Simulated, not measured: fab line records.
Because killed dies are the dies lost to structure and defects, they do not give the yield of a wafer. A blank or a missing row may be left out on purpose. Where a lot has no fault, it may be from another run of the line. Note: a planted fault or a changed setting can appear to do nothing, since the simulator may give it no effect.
Which tool was responsible? || flow nand-harc || 39 wafers from 13 lots sampled at 5 of the route's 1302 steps

WHAT EACH GAUGE READ, for each wafer
NHARC_P_STI_INSPECT_11. Usual: raw-defect-count 6, standard deviation 3.1.
{"lot": "L288", "measured": "day 3 03:47", "on": "defect-inspect-02", "raw-defect-count": "7 4 4", "flag": ""}
{"lot": "L289", "measured": "day 3 14:32", "on": "defect-inspect-01", "raw-defect-count": "7 10 8", "flag": ""}
{"lot": "L290", "measured": "day 4 02:58", "on": "defect-inspect-02", "raw-defect-count": "8 13 9", "flag": ""}
{"lot": "L291", "measured": "day 4 10:59", "on": "defect-inspect-01", "raw-defect-count": "2 4 3", "flag": ""}
{"lot": "L292", "measured": "day 4 20:56", "on": "defect-inspect-01", "raw-defect-count": "5 7 5", "flag": ""}
{"lot": "L295", "measured": "day 6 04:25", "on": "defect-inspect-02", "raw-defect-count": "5 4 3", "flag": ""}
{"lot": "L296", "measured": "day 6 12:57", "on": "defect-inspect-01", "raw-defect-count": "7 9 11", "flag": ""}
{"lot": "L297", "measured": "day 7 00:31", "on": "defect-inspect-02", "raw-defect-count": "3 6 7", "flag": ""}
{"lot": "L299", "measured": "day 7 20:16", "on": "defect-inspect-02", "raw-defect-count": "4 3 6", "flag": ""}
{"lot": "L305", "measured": "day 10 08:15", "on": "defect-inspect-01", "raw-defect-count": "1302 1332 1384", "flag": "OFF"}
{"lot": "L306", "measured": "day 10 20:11", "on": "defect-inspect-02", "raw-defect-count": "1379 1379 1343", "flag": "OFF"}
{"lot": "L309", "measured": "day 11 22:32", "on": "defect-inspect-01", "raw-defect-count": "6 4 6", "flag": ""}
{"lot": "L310", "measured": "day 12 08:55", "on": "defect-inspect-02", "raw-defect-count": "4 4 2", "flag": ""}

NHARC_END_SORT_01. Usual: killed-at-array 57, standard deviation 19; killed-at-other 0.9, standard deviation 1.1; killed-at-periphery 4.0, standard deviation 2.6; killed-dies 62, standard deviation 19; killed-open 3.3, standard deviation 1.8; killed-short 2.4, standard deviation 1.7.
{"lot": "L305", "measured": "day 31 06:31", "on": "prober-02", "killed-at-array": "27 64 65", "killed-at-other": "2 2 1", "killed-at-periphery": "77 92 63", "killed-dies": "106 158 129", "killed-open": "2 0 4", "killed-short": "2 3 2", "flag": "OFF"}
{"lot": "L306", "measured": "day 32 08:04", "on": "prober-01", "killed-at-array": "99 84 69", "killed-at-other": "2 0 2", "killed-at-periphery": "24 66 90", "killed-dies": "125 150 161", "killed-open": "3 4 4", "killed-short": "5 2 2", "flag": "OFF"}

WHICH TOOL RAN EACH LOT (tool, then ch and the chambers of the sampled wafers, then the start)
{"lot": "L288", "NHARC_P_ZERO_WELL_ETCH_65": "rie-diel-07 ch 0,3, day 2 07:29", "NHARC_P_STI_ETCH_26": "wet-bench-07 ch 0,1,2, day 2 13:46", "NHARC_P_GATE_DESCUM_13": "rie-diel-03 ch 1,2,3, day 4 13:52"}
{"lot": "L289", "NHARC_P_ZERO_WELL_ETCH_65": "rie-diel-04 ch 2,3, day 2 17:22", "NHARC_P_STI_ETCH_26": "wet-bench-07 ch 0,1,5, day 2 23:23", "NHARC_P_GATE_DESCUM_13": "rie-diel-01 ch 0,3, day 5 02:27"}
{"lot": "L290", "NHARC_P_ZERO_WELL_ETCH_65": "rie-diel-07 ch 0,1,3, day 3 03:26", "NHARC_P_STI_ETCH_26": "wet-bench-07 ch 0,2,4, day 3 09:34", "NHARC_P_GATE_DESCUM_13": "rie-diel-09 ch 1,2,3, day 5 15:37"}
{"lot": "L291", "NHARC_P_ZERO_WELL_ETCH_65": "rie-diel-07 ch 0,1, day 3 13:30", "NHARC_P_STI_ETCH_26": "wet-bench-04 ch 0,3,4, day 3 19:40", "NHARC_P_GATE_DESCUM_13": "rie-diel-03 ch 1,2,3, day 5 21:52"}
{"lot": "L292", "NHARC_P_ZERO_WELL_ETCH_65": "rie-diel-04 ch 0,1,2, day 3 23:22", "NHARC_P_STI_ETCH_26": "wet-bench-07 ch 0,1,7, day 4 05:26", "NHARC_P_GATE_DESCUM_13": "rie-diel-03 ch 0,2,3, day 6 08:02"}
{"lot": "L295", "NHARC_P_ZERO_WELL_ETCH_65": "rie-diel-08 ch 0,2,3, day 5 05:30", "NHARC_P_STI_ETCH_26": "wet-bench-07 ch 0,2,5, day 5 11:31", "NHARC_P_GATE_DESCUM_13": "rie-diel-01 ch 0,1,3, day 7 16:47"}
{"lot": "L296", "NHARC_P_ZERO_WELL_ETCH_65": "rie-diel-08 ch 0,1,3, day 5 15:29", "NHARC_P_STI_ETCH_26": "wet-bench-07 ch 1,4,6, day 5 21:34", "NHARC_P_GATE_DESCUM_13": "rie-diel-01 ch 0,1,3, day 8 02:47"}
{"lot": "L297", "NHARC_P_ZERO_WELL_ETCH_65": "rie-diel-08 ch 0,1, day 6 01:21", "NHARC_P_STI_ETCH_26": "wet-bench-07 ch 2,4,6, day 6 07:22", "NHARC_P_GATE_DESCUM_13": "rie-diel-01 ch 0,1,2, day 8 16:01"}
{"lot": "L299", "NHARC_P_ZERO_WELL_ETCH_65": "rie-diel-08 ch 0,1,2, day 6 21:29", "NHARC_P_STI_ETCH_26": "wet-bench-04 ch 3,5,6, day 7 03:37", "NHARC_P_GATE_DESCUM_13": "rie-diel-03 ch 0,2,3, day 9 06:25"}
{"lot": "L305", "NHARC_P_ZERO_WELL_ETCH_65": "rie-diel-08 ch 0,1,2, day 9 09:23", "NHARC_P_STI_ETCH_26": "wet-bench-07 ch 0,2,4, day 9 15:39", "NHARC_P_GATE_DESCUM_13": "rie-diel-09 ch 1,2,3, day 11 18:10"}
{"lot": "L306", "NHARC_P_ZERO_WELL_ETCH_65": "rie-diel-04 ch 0,3, day 9 19:31", "NHARC_P_STI_ETCH_26": "wet-bench-07 ch 1,2,4, day 10 01:49", "NHARC_P_GATE_DESCUM_13": "rie-diel-09 ch 0,1,3, day 12 06:51"}
{"lot": "L309", "NHARC_P_ZERO_WELL_ETCH_65": "rie-diel-08 ch 0,1,3, day 11 01:31", "NHARC_P_STI_ETCH_26": "wet-bench-04 ch 4,5,6, day 11 07:43", "NHARC_P_GATE_DESCUM_13": "rie-diel-03 ch 1,3, day 13 14:19"}
{"lot": "L310", "NHARC_P_ZERO_WELL_ETCH_65": "rie-diel-08 ch 0,1,2, day 11 11:32", "NHARC_P_STI_ETCH_26": "wet-bench-06 ch 0,4,5, day 11 17:40", "NHARC_P_GATE_DESCUM_13": "rie-diel-09 ch 0,1,3, day 13 22:32"}
- NHARC_P_ZERO_WELL_ETCH_65: etches the open film in N2/H2, target depth 80 nm, overetch 24 nm, time 87.88 s.
- NHARC_P_STI_ETCH_26: etches SiO2 in dHF, target depth 11 nm.
- NHARC_P_GATE_DESCUM_13: chemistry O2, time 3 s.

WHAT THE TOOLS THEMSELVES READ (means of the sampled wafers that have a number; where no wafer has one, the mark that the record gives instead)
NHARC_P_ZERO_WELL_ETCH_65. Usual: drypump-motor-current-A 5.9 A, standard deviation 0.33; oes-product-au 1.001 a.u., standard deviation 0.01; rf-vpp-V 430.2 V, standard deviation 2.9; showerhead-plenum-p-Torr 2.04 Torr, standard deviation 0.1; throttle-valve-pct 14.171 %, standard deviation 0.0088.
{"lot": "L288", "tool": "rie-diel-07", "drypump-motor-current-A (A)": 5.4, "oes-product-au (a.u.)": 1.001, "rf-vpp-V (V)": 431.7, "showerhead-plenum-p-Torr (Torr)": 2.10, "throttle-valve-pct (%)": 14.175, "flag": ""}
{"lot": "L289", "tool": "rie-diel-04", "drypump-motor-current-A (A)": 5.8, "oes-product-au (a.u.)": 1.008, "rf-vpp-V (V)": 429.4, "showerhead-plenum-p-Torr (Torr)": 1.99, "throttle-valve-pct (%)": 14.173, "flag": ""}
{"lot": "L290", "tool": "rie-diel-07", "drypump-motor-current-A (A)": 5.7, "oes-product-au (a.u.)": 1.005, "rf-vpp-V (V)": 430.3, "showerhead-plenum-p-Torr (Torr)": 2.06, "throttle-valve-pct (%)": 14.172, "flag": ""}
{"lot": "L291", "tool": "rie-diel-07", "drypump-motor-current-A (A)": 6.0, "oes-product-au (a.u.)": 0.990, "rf-vpp-V (V)": 430.5, "showerhead-plenum-p-Torr (Torr)": 2.03, "throttle-valve-pct (%)": 14.169, "flag": ""}
{"lot": "L292", "tool": "rie-diel-04", "drypump-motor-current-A (A)": 5.9, "oes-product-au (a.u.)": 1.004, "rf-vpp-V (V)": 428.2, "showerhead-plenum-p-Torr (Torr)": 1.97, "throttle-valve-pct (%)": 14.171, "flag": ""}
{"lot": "L295", "tool": "rie-diel-08", "drypump-motor-current-A (A)": 5.9, "oes-product-au (a.u.)": 1.001, "rf-vpp-V (V)": 429.8, "showerhead-plenum-p-Torr (Torr)": 2.02, "throttle-valve-pct (%)": 14.180, "flag": ""}
{"lot": "L296", "tool": "rie-diel-08", "drypump-motor-current-A (A)": 6.0, "oes-product-au (a.u.)": 0.992, "rf-vpp-V (V)": 427.9, "showerhead-plenum-p-Torr (Torr)": 1.96, "throttle-valve-pct (%)": 14.169, "flag": ""}
{"lot": "L297", "tool": "rie-diel-08", "drypump-motor-current-A (A)": 6.0, "oes-product-au (a.u.)": 0.995, "rf-vpp-V (V)": 428.5, "showerhead-plenum-p-Torr (Torr)": 1.96, "throttle-valve-pct (%)": 14.171, "flag": ""}
{"lot": "L299", "tool": "rie-diel-08", "drypump-motor-current-A (A)": 5.9, "oes-product-au (a.u.)": 1.002, "rf-vpp-V (V)": 429.7, "showerhead-plenum-p-Torr (Torr)": 2.02, "throttle-valve-pct (%)": 14.167, "flag": ""}
{"lot": "L305", "tool": "rie-diel-08", "drypump-motor-current-A (A)": 5.9, "oes-product-au (a.u.)": 1.008, "rf-vpp-V (V)": 432.7, "showerhead-plenum-p-Torr (Torr)": 2.13, "throttle-valve-pct (%)": 14.159, "flag": ""}
{"lot": "L306", "tool": "rie-diel-04", "drypump-motor-current-A (A)": 6.2, "oes-product-au (a.u.)": 1.006, "rf-vpp-V (V)": 429.9, "showerhead-plenum-p-Torr (Torr)": 2.02, "throttle-valve-pct (%)": 14.170, "flag": ""}
{"lot": "L309", "tool": "rie-diel-08", "drypump-motor-current-A (A)": 6.0, "oes-product-au (a.u.)": 1.007, "rf-vpp-V (V)": 432.8, "showerhead-plenum-p-Torr (Torr)": 2.17, "throttle-valve-pct (%)": 14.175, "flag": ""}
{"lot": "L310", "tool": "rie-diel-08", "drypump-motor-current-A (A)": 5.9, "oes-product-au (a.u.)": 1.003, "rf-vpp-V (V)": 432.7, "showerhead-plenum-p-Torr (Torr)": 2.12, "throttle-valve-pct (%)": 14.180, "flag": ""}

NHARC_P_GATE_DESCUM_13. Usual: drypump-motor-current-A 5.8 A, standard deviation 0.53; oes-product-au 1.002 a.u., standard deviation 0.01; rf-vpp-V 57.7 V, standard deviation 0.83; showerhead-plenum-p-Torr 1.90 Torr, standard deviation 0.076; throttle-valve-pct 11.310 %, standard deviation 0.0095.
{"lot": "L288", "tool": "rie-diel-03", "drypump-motor-current-A (A)": 5.4, "oes-product-au (a.u.)": 1.001, "rf-vpp-V (V)": 57.9, "showerhead-plenum-p-Torr (Torr)": 1.87, "throttle-valve-pct (%)": 11.319, "flag": ""}
{"lot": "L289", "tool": "rie-diel-01", "drypump-motor-current-A (A)": 6.6, "oes-product-au (a.u.)": 0.991, "rf-vpp-V (V)": 57.8, "showerhead-plenum-p-Torr (Torr)": 1.90, "throttle-valve-pct (%)": 11.299, "flag": ""}
{"lot": "L290", "tool": "rie-diel-09", "drypump-motor-current-A (A)": 5.6, "oes-product-au (a.u.)": 0.993, "rf-vpp-V (V)": 57.5, "showerhead-plenum-p-Torr (Torr)": 1.96, "throttle-valve-pct (%)": 11.317, "flag": ""}
{"lot": "L291", "tool": "rie-diel-03", "drypump-motor-current-A (A)": 5.4, "oes-product-au (a.u.)": 1.007, "rf-vpp-V (V)": 57.9, "showerhead-plenum-p-Torr (Torr)": 1.87, "throttle-valve-pct (%)": 11.310, "flag": ""}
{"lot": "L292", "tool": "rie-diel-03", "drypump-motor-current-A (A)": 5.6, "oes-product-au (a.u.)": 1.013, "rf-vpp-V (V)": 57.1, "showerhead-plenum-p-Torr (Torr)": 1.86, "throttle-valve-pct (%)": 11.318, "flag": ""}
{"lot": "L295", "tool": "rie-diel-01", "drypump-motor-current-A (A)": 6.1, "oes-product-au (a.u.)": 1.001, "rf-vpp-V (V)": 56.6, "showerhead-plenum-p-Torr (Torr)": 1.86, "throttle-valve-pct (%)": 11.301, "flag": ""}
{"lot": "L296", "tool": "rie-diel-01", "drypump-motor-current-A (A)": 6.2, "oes-product-au (a.u.)": 1.000, "rf-vpp-V (V)": 57.9, "showerhead-plenum-p-Torr (Torr)": 1.86, "throttle-valve-pct (%)": 11.307, "flag": ""}
{"lot": "L297", "tool": "rie-diel-01", "drypump-motor-current-A (A)": 6.0, "oes-product-au (a.u.)": 0.999, "rf-vpp-V (V)": 57.7, "showerhead-plenum-p-Torr (Torr)": 1.88, "throttle-valve-pct (%)": 11.309, "flag": ""}
{"lot": "L299", "tool": "rie-diel-03", "drypump-motor-current-A (A)": 5.6, "oes-product-au (a.u.)": 1.006, "rf-vpp-V (V)": 58.1, "showerhead-plenum-p-Torr (Torr)": 1.86, "throttle-valve-pct (%)": 11.301, "flag": ""}
{"lot": "L305", "tool": "rie-diel-09", "drypump-motor-current-A (A)": 5.6, "oes-product-au (a.u.)": 0.999, "rf-vpp-V (V)": 58.2, "showerhead-plenum-p-Torr (Torr)": 1.96, "throttle-valve-pct (%)": 11.311, "flag": ""}
{"lot": "L306", "tool": "rie-diel-09", "drypump-motor-current-A (A)": 5.9, "oes-product-au (a.u.)": 1.004, "rf-vpp-V (V)": 57.5, "showerhead-plenum-p-Torr (Torr)": 1.88, "throttle-valve-pct (%)": 11.312, "flag": ""}
{"lot": "L309", "tool": "rie-diel-03", "drypump-motor-current-A (A)": 5.7, "oes-product-au (a.u.)": 1.014, "rf-vpp-V (V)": 57.7, "showerhead-plenum-p-Torr (Torr)": 1.91, "throttle-valve-pct (%)": 11.311, "flag": ""}
{"lot": "L310", "tool": "rie-diel-09", "drypump-motor-current-A (A)": 5.9, "oes-product-au (a.u.)": 1.000, "rf-vpp-V (V)": 58.2, "showerhead-plenum-p-Torr (Torr)": 1.88, "throttle-valve-pct (%)": 11.309, "flag": ""}

THE ANSWER, worked out from the rows above alone
Rule: take the mean of a lot's wafers that have a number; if it is more than 3 standard deviations from the usual mean, the lot is off. A lot without any number at a reading at which 4 lots or more have one is off too. All remaining lots with rows at the step are treated as sound. The gauges are gone through in route order, then the tools' own readings, and for those a lot's mean is taken as printed above. At the first step where some lot is off, the reading lying furthest off is the one used; lots without a number count as furthest.
Off: L305, L306 (NHARC_P_STI_INSPECT_11, raw-defect-count).
If a tool, at a process step before that reading, ran all the lots that are off and no sound lot after the first of them, it fits. The gauges at NHARC_P_STI_INSPECT_11 aren't tried: what is off there is off at NHARC_END_SORT_01 too, on other tools, and a gauge's error can't cause that. One fits: wet-bench-07 at NHARC_P_STI_ETCH_26. Its last sound lot is L297 (day 6 07:22), its first lot that is off L305 (day 9 15:39): a fault that began between those two fits.

WHAT WAS PUT IN BY THE SIMULATOR
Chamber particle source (wet-bench-07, NHARC_P_STI_ETCH_26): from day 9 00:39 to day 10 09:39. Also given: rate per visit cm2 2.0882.
Struck lots among those shown: L305, L306. The rule above found the same.
